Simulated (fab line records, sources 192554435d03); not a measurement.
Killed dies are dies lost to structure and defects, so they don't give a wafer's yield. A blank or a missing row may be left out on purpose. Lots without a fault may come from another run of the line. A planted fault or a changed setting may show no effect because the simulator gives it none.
fab line records | flow n5_finfet
record lots=8 wafers=24 last_day=22
route steps=1938 shown MOL_CONTACT_COAG@547 BEOL_M4@1111 PASSIVATION@1936
lots that met no fault: from a run of the same line without faults
start_h: hours from the record's first day to the start of the lot's first wafer shown | wait_h: hours since the lot's step before | " the same as in the row above | L1.1+2: a row that stands for several wafers | - no value, or no start given | * or withheld: withheld | < > ~ a bound
route shown NAME@n: a module of which the file shows steps, and the number in the route of the first | usual: mean/standard deviation of fault-free wafers | same: alike in all rows | chamber/n: place in a boat | sites: the reading at each site | _std_site: their standard deviation | _edge_site: outer sites' mean less inner sites' | radius_mm: how far each site lies from the wafer's centre | mask NAME#n: copy n | behind: the tool/chamber that last shaped the wafer | hold: why the lot was held/for how many hours/how that ended | device: the transistor (n, p or np) that didn't switch | end of line: the same wafers' tests at the end of the route | a step without rows: its recipe alone | killed: dies lost to structure and defects at the first sort, not the wafer's yield | map: a wafer's dies, x killed, . not, _ none there
set.NAME: the setting as run; set.NAME@STEP: as run at that earlier step | model.NAME: the simulator's own value behind a step, which no gauge read
steps of the route over a sample of lots; a table a step, a row a wafer
services: from which hour (start_h, from the record's first day; less than 0 if before it) a tool's chamber was out of use, for how many hours, and why
## steps
# step N5_MOL_CONTACT_COAG_SPUTTER_143
# recipe material=Co target_thk_a=25 temp_c=25 chamber_pressure_pa=0.2
# usual throttle_valve_pct=29.3/0.91
# columns lot.wafer tool chamber start_h wait_h throttle_valve_pct
L771.1 pvd_sputter-03 - 91.20 0.0 29.1
L771.3 " - " " 29.6
L771.5 " - " " 28.1
L773.4 pvd_sputter-01 - 105.56 0.0 30.1
L773.5 " - " " 31.3
L773.6 " - " " 28.5
L779.1 pvd_sputter-03 - 140.66 0.0 29.4
L779.3 " - " " 28.6
L779.6 " - " " 29.3
L780.2 pvd_sputter-03 - 150.81 0.0 29.4
L780.3 " - " " 28.8
L780.4 " - " " 28.0
L787.3 pvd_sputter-02 - 187.79 0.0 30.9
L787.5 " - " " 31.0
L787.6 " - " " 28.7
L788.1 pvd_sputter-02 - 192.11 0.0 30.9
L788.2 " - " " 30.0
L788.3 " - " " 28.9
L792.4 pvd_sputter-01 - 216.15 0.0 30.2
L792.5 " - " " 29.6
L792.6 " - " " 29.8
L793.3 pvd_sputter-01 - 223.42 0.0 28.5
L793.4 " - " " 29.9
L793.6 " - " " 31.4
# step N5_MOL_CONTACT_COAG_ALD_123
# recipe material=SiNx target_thk_a=50 temp_c=400 ald_precursor_family=SiH2I2 ald_co_reactant=N2/H2-plasma pulse_time_s=1 purge_time_s=2 co_reactant_purge_time_s=2 ald_cycles=100 pressure_torr=2
# usual ald_cycles=100/0 chamber_pressure_Torr=2.000/0.0041 heater_power_w=835/85 precursor_pulse_height_rel=1.003/0.02
# columns lot.wafer tool chamber start_h wait_h ald_cycles chamber_pressure_Torr heater_power_w precursor_pulse_height_rel
L771.1 ald_sin-01 1 98.11 0.5 100 1.999 846 1.006
L771.3 " 0 " " 100 2.003 686 1.000
L771.5 " 2 " " 100 1.999 963 1.003
L773.4 ald_sin-04 1 112.12 0.0 100 1.997 803 1.028
L773.5 " 2 " " 100 1.999 764 0.995
L773.6 " 3 " " 100 2.002 965 0.993
L779.1 ald_sin-01 2 146.09 0.0 - - - -
L779.3 " 0 " " - - - -
L779.6 " 3 " " - - - -
L780.2 ald_sin-01 3 157.82 0.2 - - - -
L780.3 " 1 " " - - - -
L780.4 " 0 " " - - - -
L787.3 ald_sin-01 1 193.86 0.0 100 1.990 848 1.000
L787.5 " 3 " " 100 1.997 838 1.045
L787.6 " 0 " " 100 2.009 709 0.999
L788.1 ald_sin-04 3 198.82 0.0 100 2.003 985 0.996
L788.2 " 0 " " 100 1.997 870 0.994
L788.3 " 2 " " 100 2.000 734 1.001
L792.4 ald_sin-02 0 221.81 0.0 100 2.006 761 0.989
L792.5 " 2 " " 100 1.995 783 0.997
L792.6 " 3 " " 100 1.997 738 0.997
L793.3 ald_sin-01 3 228.80 0.5 100 1.997 835 0.991
L793.4 " 3 " " 100 2.001 840 1.021
L793.6 " 2 " " 100 1.998 1016 1.056
# step N5_MOL_CONTACT_COAG_CD_MEAS_84
# recipe target_cd_nm=25.1 landing_energy_ev=500 detector=se_inlens polarity=opening
# usual cd_nm=25.12/0.24
# columns lot.wafer tool chamber start_h wait_h cd_nm
L771.1 cd_sem-03 0 99.07 - 25.14
L771.3 " 0 " " 25.42
L771.5 " 0 " " 25.05
L773.4 cd_sem-01 0 112.98 - 24.94
L773.5 " 0 " " 24.87
L773.6 " 0 " " 25.15
L779.1 cd_sem-01 0 146.95 - 25.21
L779.3 " 0 " " 25.09
L779.6 " 0 " " 25.35
L780.2 cd_sem-02 0 158.79 - 24.95
L780.3 " 0 " " 25.52
L780.4 " 0 " " 24.75
L787.3 cd_sem-03 0 194.83 - 24.86
L787.5 " 0 " " 24.85
L787.6 " 0 " " 25.16
L788.1 cd_sem-01 0 199.66 - 25.00
L788.2 " 0 " " 25.05
L788.3 " 0 " " 25.06
L792.4 cd_sem-02 0 222.78 - 24.92
L792.5 " 0 " " 25.02
L792.6 " 0 " " 25.05
L793.3 cd_sem-02 0 229.66 - 25.18
L793.4 " 0 " " 25.24
L793.6 " 0 " " 25.13
# step N5_MOL_CONTACT_COAG_INSPECT_57
# recipe mode=adi inspect_instrument=brightfield
# usual raw_defect_count=196/50
# columns lot.wafer tool chamber start_h wait_h raw_defect_count
L771.1 defect_inspect-01 - 99.16 0.1 156
L771.3 " - " " 152
L771.5 " - " " 118
L773.4 defect_inspect-02 - 113.06 0.0 125
L773.5 " - " " 214
L773.6 " - " " 177
L779.1 defect_inspect-02 - 147.03 0.1 72
L779.3 " - " " 180
L779.6 " - " " 107
L780.2 defect_inspect-01 - 158.87 0.0 170
L780.3 " - " " 199
L780.4 " - " " 220
L787.3 defect_inspect-02 - 194.92 0.0 143
L787.5 " - " " 158
L787.6 " - " " 161
L788.1 defect_inspect-02 - 199.75 0.1 146
L788.2 " - " " 209
L788.3 " - " " 99
L792.4 defect_inspect-01 - 222.87 0.0 161
L792.5 " - " " 233
L792.6 " - " " 193
L793.3 defect_inspect-02 - 229.75 0.0 193
L793.4 " - " " 176
L793.6 " - " " 207
# step N5_MOL_CONTACT_COAG_ETCH_47
# recipe chemistry=CH3F/O2 target=SiNx target_depth_a=270 mask_material=SiO2 stop_on=W over_etch_frac=0.2 ion_energy_ev=120 endpoint=OES-CN pressure_mtorr=30 source_w=395 bias_w=73 Ar_flow_sccm=150 CH3F_flow_sccm=30 O2_flow_sccm=20 ends=end_point
# usual O2_flow_sccm=20.01/0.06 drypump_motor_current_A=5.7/0.45 etch_rf_on_time_s=31.3/0.47 oes_product_au=0.69/0.091 rf_vpp_V=297.3/2.9 showerhead_plenum_p_Torr=2.01/0.074 throttle_valve_pct=16.43/0.15
# columns lot.wafer tool chamber start_h wait_h O2_flow_sccm drypump_motor_current_A etch_rf_on_time_s oes_product_au rf_hours_counter_h rf_vpp_V showerhead_plenum_p_Torr throttle_valve_pct
L771.1 rie_diel-04 3 100.90 0.0 20.00 5.1 31.2 0.65 205 298.7 2.06 16.47
L771.3 " 2 " " 19.87 5.2 31.2 0.65 181 295.8 1.99 16.43
L771.5 " 0 " " 20.10 6.1 31.1 0.63 - 298.0 1.89 16.52
L773.4 rie_diel-04 1 113.67 0.0 20.09 5.6 31.3 0.84 16 297.6 1.96 16.37
L773.5 " 3 " " 20.00 5.1 31.1 0.65 - 298.7 2.06 16.50
L773.6 " 2 " " 20.00 5.1 31.3 0.64 - 296.5 1.99 16.45
L779.1 rie_diel-05 3 147.74 0.0 20.03 6.6 37.4 0.63 180 296.0 2.07 16.47
L779.3 " 1 " " 19.99 5.4 37.0 0.60 246 292.7 1.89 16.51
L779.6 " 1 " " 20.06 5.4 31.9 0.60 - 291.0 1.89 16.51
L780.2 rie_diel-05 3 159.63 0.0 20.12 6.6 37.7 0.64 184 296.6 2.07 16.47
L780.3 " 0 " " 20.07 6.3 35.9 0.84 9 303.5 2.04 16.20
L780.4 " 0 " " 20.08 6.3 37.1 0.84 - 305.1 2.04 16.19
L787.3 rie_diel-04 3 195.63 0.0 19.97 5.1 31.8 0.61 243 298.0 2.05 16.55
L787.5 " 2 " " 20.06 5.1 31.6 0.62 - 296.2 1.98 16.51
L787.6 " 1 " " 19.93 5.6 31.1 0.80 - 297.6 1.95 16.43
L788.1 rie_diel-02 2 200.46 0.0 20.08 5.7 31.3 0.71 104 302.3 2.09 16.41
L788.2 " 3 " " 20.02 5.6 31.7 0.68 153 294.3 1.92 16.52
L788.3 " 1 " " 19.96 5.7 31.8 0.65 175 297.1 2.07 16.37
L792.4 rie_diel-04 0 223.51 0.0 19.97 6.1 30.3 0.82 - 300.2 2.12 16.13
L792.5 " 2 " " 20.00 5.2 31.3 0.61 - 295.6 1.97 16.54
L792.6 " 1 " " 19.97 5.6 30.9 0.78 - 297.9 1.94 16.46
L793.3 rie_diel-05 1 230.42 0.0 20.01 5.4 31.2 0.82 19 297.4 2.13 16.07
L793.4 " 0 " " 19.99 6.3 31.3 0.79 34 303.7 2.03 16.25
L793.6 " 3 " " 19.94 6.5 31.9 0.62 - 295.4 2.06 16.54
# step N5_MOL_CONTACT_COAG_ETCH_124
# recipe chemistry=CH3F/O2 target=SiNx target_depth_a=65 mask_material=SOC stop_on=SiOC over_etch_frac=0.3 ion_energy_ev=120 pressure_mtorr=30 source_w=395 bias_w=73 Ar_flow_sccm=150 CH3F_flow_sccm=30 O2_flow_sccm=20 ends=end_point
# usual O2_flow_sccm=20.01/0.064 drypump_motor_current_A=5.8/0.41 oes_product_au=0.66/0.074 rf_vpp_V=297/3.3 showerhead_plenum_p_Torr=2.03/0.076 throttle_valve_pct=16.39/0.18
# columns lot.wafer tool chamber start_h wait_h O2_flow_sccm drypump_motor_current_A oes_product_au rf_hours_counter_h rf_vpp_V showerhead_plenum_p_Torr throttle_valve_pct
L771.1 rie_diel-05 2 102.48 0.0 19.97 5.7 0.62 196 294 2.07 16.69
L771.3 " 1 " " 20.11 5.4 0.59 229 292 1.90 16.46
L771.5 " 3 " " 19.89 6.6 0.63 - 296 2.08 16.42
L773.4 rie_diel-04 3 114.93 0.0 20.00 5.1 0.61 211 298 2.06 16.45
L773.5 " 0 " " 20.09 6.1 0.59 - 297 1.89 16.51
L773.6 " 1 " " 19.98 5.5 0.80 - 298 1.96 16.35
L779.1 rie_diel-02 3 149.03 0.0 20.00 5.6 0.29 135 296 1.92 16.46
L779.3 " 0 " " 19.98 5.6 0.28 184 298 1.91 16.29
L779.6 " 1 " " 20.02 5.8 0.29 - 297 2.08 16.29
L780.2 rie_diel-05 0 160.99 0.0 19.95 6.3 0.35 9 305 2.04 16.14
L780.3 " 3 " " 20.07 6.5 0.27 185 297 2.07 16.45
L780.4 " 2 " " 19.97 5.8 0.26 - 293 2.06 16.71
L787.3 rie_diel-04 2 196.93 0.0 20.06 5.2 0.60 219 295 1.98 16.48
L787.5 " 2 " " 20.11 5.2 0.59 - 295 1.98 16.48
L787.6 " 1 " " 19.89 5.5 0.76 - 298 1.95 16.41
L788.1 rie_diel-05 1 201.83 0.0 19.95 5.4 0.80 8 296 2.14 16.04
L788.2 " 0 " " 19.90 6.3 0.76 24 304 2.04 16.19
L788.3 " 2 " " 20.08 5.7 0.59 231 293 2.06 16.75
L792.4 rie_diel-05 0 226.45 0.0 20.02 6.3 0.76 34 306 2.03 16.21
L792.5 " 3 " " 19.95 6.6 0.60 - 296 2.06 16.50
L792.6 " 0 " " 20.03 6.3 0.77 - 305 2.03 16.21
L793.3 rie_diel-04 1 232.33 0.0 20.10 5.5 0.74 62 296 1.94 16.43
L793.4 " 3 " " 19.93 5.1 0.85 2 298 2.04 16.07
L793.6 " 3 " " 20.04 5.1 0.85 - 298 2.04 16.07
# step N5_BEOL_M4_RC_MEAS_101
# usual DIBL_N=36.3/1.1 DIBL_P=36.3/1.4 IOFF_N=0.155/0.019 IOFF_P=0.211/0.027 ION_N=672/8.5 ION_P=462/5.8 SS_N=71.5/0.56 SS_P=73.3/0.52 VT_N=249.9/2.5 VT_P=-249.8/2.8
# columns lot.wafer tool chamber start_h wait_h DIBL_N[mV/V] DIBL_P[mV/V] IOFF_N[nA/um] IOFF_P[nA/um] ION_N[uA/um] ION_P[uA/um] SS_N[mV/dec] SS_P[mV/dec] VT_N[mV] VT_P[mV]
L771.1 prober-01 0 196.11 0.0 39.0 37.5 0.173 0.234 668 458 72.5 74.6 250.1 -247.6
L771.3 " 0 " " 36.3 36.0 0.139 0.203 675 463 70.9 73.4 250.3 -250.4
L771.5 " 0 " " 36.8 35.1 0.135 0.192 670 453 72.2 73.6 253.8 -255.3
L773.4 prober-01 0 228.86 0.5 35.6 36.9 0.152 0.178 669 451 71.1 73.6 248.7 -253.7
L773.5 " 0 " " 34.9 35.4 0.134 0.170 670 456 71.3 73.3 249.2 -252.4
L773.6 " 0 " " 35.7 35.9 0.153 0.178 671 455 72.0 73.3 251.5 -253.4
L780.2 prober-02 0 311.20 0.2 35.9 36.0 0.138 0.162 662 451 71.5 73.4 250.9 -255.3
L780.3 " 0 " " 35.7 35.8 0.138 0.165 671 455 71.1 72.9 253.8 -253.9
L780.4 " 0 " " 35.2 35.6 0.128 0.158 668 456 70.8 72.3 255.3 -256.4
L787.3 prober-01 0 351.59 0.3 35.4 36.2 0.143 0.196 665 461 71.9 73.2 253.8 -252.5
L787.5 " 0 " " 35.7 37.6 0.146 0.219 669 463 71.4 73.5 252.3 -248.9
L787.6 " 0 " " 34.8 35.6 0.134 0.186 658 454 72.3 73.0 252.1 -251.9
L792.4 prober-01 0 368.66 0.5 34.9 37.6 0.168 0.241 668 470 70.4 73.3 247.3 -247.3
L792.5 " 0 " " 34.3 36.8 0.150 0.235 673 472 71.7 73.1 249.5 -244.4
L792.6 " 0 " " 34.9 36.6 0.157 0.232 665 465 71.8 72.6 251.7 -248.7
L788.1 prober-01 0 376.28 0.0 36.3 36.6 0.168 0.226 687 470 71.9 73.7 247.1 -248.9
L788.2 " 0 " " 36.7 36.6 0.178 0.231 688 471 71.6 74.1 243.7 -246.9
L788.3 " 0 " " 35.7 35.8 0.158 0.221 690 471 71.9 73.8 247.6 -246.9
L779.1 prober-02 0 399.64 0.0 35.6 35.6 0.134 0.184 670 460 71.4 73.3 250.1 -253.3
L779.3 " 0 " " 35.7 36.2 0.138 0.190 664 463 71.3 72.7 251.8 -253.4
L779.6 " 0 " " 36.2 36.6 0.144 0.195 668 461 71.4 73.2 250.7 -251.7
L793.3 prober-01 0 401.12 0.3 35.6 35.2 0.158 0.210 682 464 72.1 73.3 248.2 -248.4
L793.4 " 0 " " 36.3 34.7 0.159 0.200 666 459 72.0 73.4 249.2 -250.9
L793.6 " 0 " " 36.0 35.2 0.158 0.205 675 458 71.3 73.0 249.8 -249.2
# step N5_PASSIVATION_PROBE_49
# usual defect_limited_yield=91.4/1.2 killed_at_M0_to_M3=34/10 killed_at_M4_up=14/5.1 killed_at_contacts=12/6.4 killed_at_front_end=38/9.3 killed_at_other=4/3 killed_dies=102/15 killed_on_rim=13/3.6 killed_open=67/12 killed_short=33/6.9 sort_bin_5_function=5.0/0.86 sort_bin_6_memory=3.2/0.58 sort_n_pass=1078/15 sort_yield_pct=91.4/1.2
# same gross_dies=1180 killed_at_back_side=0 sort_bin_4_leakage[%]=0 sort_bin_8_speed[%]=0
# columns lot.wafer tool chamber start_h wait_h defect_limited_yield[%] killed_at_M0_to_M3 killed_at_M4_up killed_at_contacts killed_at_front_end killed_at_other killed_dies killed_on_rim killed_open killed_short sort_bin_5_function[%] sort_bin_6_memory[%] sort_n_pass sort_yield_pct[%]
L771.1 prober-01 - 292.86 0.0 92.3 35 10 9 37 0 91 11 65 25 4.5 3.1 1089 92.3
L771.3 prober-01 - 292.96 0.1 90.0 57 15 8 38 0 118 14 83 34 5.9 3.7 1062 90.0
L771.5 prober-01 - 293.06 0.2 90.8 48 14 21 23 2 108 12 77 30 4.9 3.8 1072 90.8
L773.4 prober-01 - 337.80 0.2 91.7 48 14 8 25 3 98 15 68 26 4.7 3.2 1082 91.7
L773.5 prober-01 - 337.85 0.2 90.3 42 24 6 39 3 114 8 74 39 6.1 3.2 1066 90.3
L773.6 prober-01 - 337.90 0.3 88.6 52 20 3 59 1 135 15 85 44 6.4 4.5 1045 88.6
L780.2 prober-02 - 422.24 0.4 59.4 39 13 401 20 6 479 122 58 25 37.6 3.0 701 59.4
L780.3 prober-02 - 422.29 0.5 59.1 22 24 410 21 6 483 61 49 29 38.3 2.4 697 59.1
L780.4 prober-02 - 422.34 0.5 56.7 28 16 436 28 3 511 14 54 28 41.0 2.3 669 56.7
L787.3 prober-02 - 451.93 0.1 89.9 32 20 11 51 5 119 20 81 36 6.3 3.5 1061 89.9
L787.5 prober-02 - 452.03 0.2 93.6 20 9 8 31 7 75 6 51 23 3.3 2.6 1105 93.6
L787.6 prober-02 - 452.08 0.3 90.3 42 10 5 49 8 114 11 65 47 4.9 4.2 1066 90.3
L779.1 prober-01 - 517.10 0.0 59.7 26 21 391 35 3 476 16 61 36 36.4 3.1 704 59.7
L779.3 prober-01 - 517.20 0.1 60.6 22 11 392 38 2 465 19 57 24 36.4 2.7 715 60.6
L779.6 prober-01 - 517.35 0.3 60.2 18 9 402 35 6 470 117 53 24 37.4 2.4 710 60.2
# killed by level:class
L771.1 STI_FIN_REVEAL:geometric_particle:open=17 MOL_CONTACT_COAG:geometric_particle:open=8 BEOL_M4:geometric_particle:open=7 BEOL_M0_SAQP:geometric_particle:short=6 BEOL_M2:geometric_particle:open=6 BEOL_M1:geometric_particle:open=5 BEOL_M3:geometric_particle:open=4 ILD0:geometric_particle:short=4
L771.3 BEOL_M0_SAQP:geometric_particle:open=11 BEOL_M2:geometric_particle:open=11 STI_FIN_REVEAL:geometric_particle:open=10 FIN_SAQP:geometric_particle:open=9 BEOL_M3:geometric_particle:open=8 BEOL_M0_SAQP:geometric_particle:short=7 BEOL_M1:geometric_particle:open=7 MOL_CONTACT_COAG:geometric_particle:open=6
L771.5 MOL_CONTACT_COAG:geometric_particle:open=17 BEOL_M2:geometric_particle:open=10 BEOL_M3:geometric_particle:open=10 FIN_SAQP:geometric_particle:open=7 BEOL_M1:geometric_particle:open=5 BEOL_M3:geometric_particle:short=5 BEOL_M4:geometric_particle:open=5 BEOL_M0_SAQP:geometric_particle:open=4
L773.4 BEOL_M0_SAQP:geometric_particle:open=14 FIN_SAQP:geometric_particle:open=12 BEOL_M0_SAQP:geometric_particle:short=12 BEOL_M3:geometric_particle:open=11 MOL_CONTACT_COAG:geometric_particle:open=7 BEOL_M1:geometric_particle:open=4 BEOL_M2:geometric_particle:open=4 DUMMY_GATE:geometric_particle:open=3
L773.5 FIN_SAQP:geometric_particle:open=18 BEOL_M0_SAQP:geometric_particle:short=11 BEOL_M4:geometric_particle:open=10 BEOL_M0_SAQP:geometric_particle:open=8 BEOL_M3:geometric_particle:open=7 GATE_CUT:geometric_particle:short=6 FIN_SAQP:geometric_particle:short=5 MOL_CONTACT_COAG:geometric_particle:open=5
L773.6 BEOL_M0_SAQP:geometric_particle:open=16 BEOL_M0_SAQP:geometric_particle:short=15 FIN_SAQP:geometric_particle:open=14 STI_FIN_REVEAL:geometric_particle:open=12 FIN_SAQP:geometric_particle:short=8 BEOL_M4:geometric_particle:open=8 BEOL_M3:geometric_particle:open=8 DUMMY_GATE:geometric_particle:open=6
L780.2 MOL_CONTACT_COAG:area_ald=396 BEOL_M2:geometric_particle:open=11 BEOL_M0_SAQP:geometric_particle:short=8 BEOL_M0_SAQP:geometric_particle:open=7 MOL_CONTACT_COAG:geometric_particle:open=5 BEOL_M1:geometric_particle:open=5 BEOL_M3:geometric_particle:open=4 BEOL_M4:geometric_particle:open=4
L780.3 MOL_CONTACT_COAG:area_ald=401 MOL_CONTACT_COAG:geometric_particle:open=7 BEOL_M0_SAQP:geometric_particle:short=7 BEOL_M0_SAQP:geometric_particle:open=6 BEOL_M4:geometric_particle:open=6 BEOL_M5:geometric_particle:open=6 BEOL_M3:geometric_particle:open=5 FIN_SAQP:geometric_particle:open=4
L780.4 MOL_CONTACT_COAG:area_ald=425 MOL_CONTACT_COAG:geometric_particle:open=9 FIN_SAQP:geometric_particle:short=8 BEOL_M0_SAQP:geometric_particle:open=8 FIN_SAQP:geometric_particle:open=5 BEOL_M0_SAQP:geometric_particle:short=5 BEOL_M3:geometric_particle:open=5 BEOL_M4:geometric_particle:open=4
L787.3 STI_FIN_REVEAL:geometric_particle:open=13 BEOL_M4:geometric_particle:open=9 BEOL_M3:geometric_particle:open=9 DUMMY_GATE:geometric_particle:open=8 MOL_CONTACT_COAG:geometric_particle:open=8 FIN_SAQP:geometric_particle:open=7 BEOL_M0_SAQP:geometric_particle:short=6 STARTING-WAFER:geometric_particle:short=5
L787.5 STI_FIN_REVEAL:geometric_particle:open=9 BEOL_M0_SAQP:geometric_particle:open=6 FIN_SAQP:geometric_particle:short=5 BEOL_M1:geometric_particle:open=5 BEOL_M4:geometric_particle:open=5 MOL_CONTACT_COAG:geometric_particle:short=4 MOL_CONTACT_COAG:geometric_particle:open=4 STI_FIN_REVEAL:geometric_particle:short=3
L787.6 STI_FIN_REVEAL:geometric_particle:open=16 BEOL_M0_SAQP:geometric_particle:short=15 BEOL_M0_SAQP:geometric_particle:open=9 FIN_SAQP:geometric_particle:short=7 BEOL_M1:geometric_particle:open=7 FIN_SAQP:geometric_particle:open=5 MOL_CONTACT_COAG:geometric_particle:open=5 BEOL_M2:geometric_particle:open=5
L779.1 MOL_CONTACT_COAG:area_ald=375 BEOL_M4:geometric_particle:open=12 MOL_CONTACT_COAG:geometric_particle:open=10 STI_FIN_REVEAL:geometric_particle:open=8 GATE_CUT:geometric_particle:short=7 FIN_SAQP:geometric_particle:short=6 MOL_CONTACT_COAG:geometric_particle:short=6 BEOL_M0_SAQP:geometric_particle:short=6
L779.3 MOL_CONTACT_COAG:area_ald=384 BEOL_M2:geometric_particle:open=11 STI_FIN_REVEAL:geometric_particle:open=10 FIN_SAQP:geometric_particle:open=9 FIN_SAQP:geometric_particle:short=7 MOL_CONTACT_COAG:geometric_particle:open=7 BEOL_M0_SAQP:geometric_particle:open=3 BEOL_M0_SAQP:geometric_particle:short=3
L779.6 MOL_CONTACT_COAG:area_ald=393 STI_FIN_REVEAL:geometric_particle:open=10 MOL_CONTACT_COAG:geometric_particle:open=8 FIN_SAQP:geometric_particle:short=7 FIN_SAQP:geometric_particle:open=5 BEOL_M2:geometric_particle:open=5 GATE_CUT:geometric_particle:short=4 BEOL_M0_SAQP:geometric_particle:open=4
## services
# columns tool chamber start_h hours kind
ald_sin-02 - 70.72 0.3 repair
rie_diel-04 3 81.15 6.9 repair
ald_sin-04 3 91.66 9.1 repair
ald_sin-01 - 95.28 1.1 repair
pvd_sputter-02 - 106.49 1.0 repair
rie_diel-05 0 113.99 - clean
rie_diel-05 0 113.99 - consumable_replace:focus_ring
rie_diel-05 0 113.99 24.4 scheduled_down
rie_diel-05 0 113.99 24.4 vent_cycle
pvd_sputter-03 - 118.46 0.5 repair
rie_diel-05 1 126.71 2.8 repair
pvd_sputter-01 - 138.92 4.7 repair
ald_sin-01 3 140.26 2.1 repair
rie_diel-05 2 144.20 3.8 repair
rie_diel-04 0 157.01 - clean
rie_diel-04 0 157.01 - consumable_replace:focus_ring
pvd_sputter-02 - 163.68 5.1 repair
ald_sin-04 1 168.36 12.8 repair
ald_sin-02 3 170.47 2.3 repair
rie_diel-05 - 172.97 2.8 pm
ald_sin-02 - 176.87 14.0 pm
ald_sin-01 0 199.07 7.3 repair
ald_sin-04 - 220.95 0.9 repair
ald_sin-01 1 227.25 4.3 repair
## key
first_sign step=N5_MOL_CONTACT_COAG_ALD_123 reading=tool_record direction=missing
effect step=N5_MOL_CONTACT_COAG_ETCH_47 reading=etch_rf_on_time_s direction=up sigmas=10 usual=* struck=* wafers_moved=5
effect step=N5_MOL_CONTACT_COAG_ETCH_124 reading=oes_product_au direction=down sigmas=5 usual=0.66 struck=0.29
effect step=N5_PASSIVATION_PROBE_49 reading=killed_at_contacts direction=up sigmas=62 usual=12 struck=405
more_kills_born_at N5_MOL_CONTACT_COAG_ALD_123@ald_sin-01=2373
met_at N5_MOL_CONTACT_COAG_ALD_123
struck_lots L779,L780
not_acting_at N5_MOL_CONTACT_COAG_SPUTTER_143,N5_MOL_CONTACT_COAG_CD_MEAS_84,N5_MOL_CONTACT_COAG_INSPECT_57
onset_between 98.11 146.09
fault kind=skipped_step_whole tool=ald_sin-01 chamber=- onset_h=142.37 steps=N5_MOL_CONTACT_COAG_ALD_123 scope=struck_lots_only
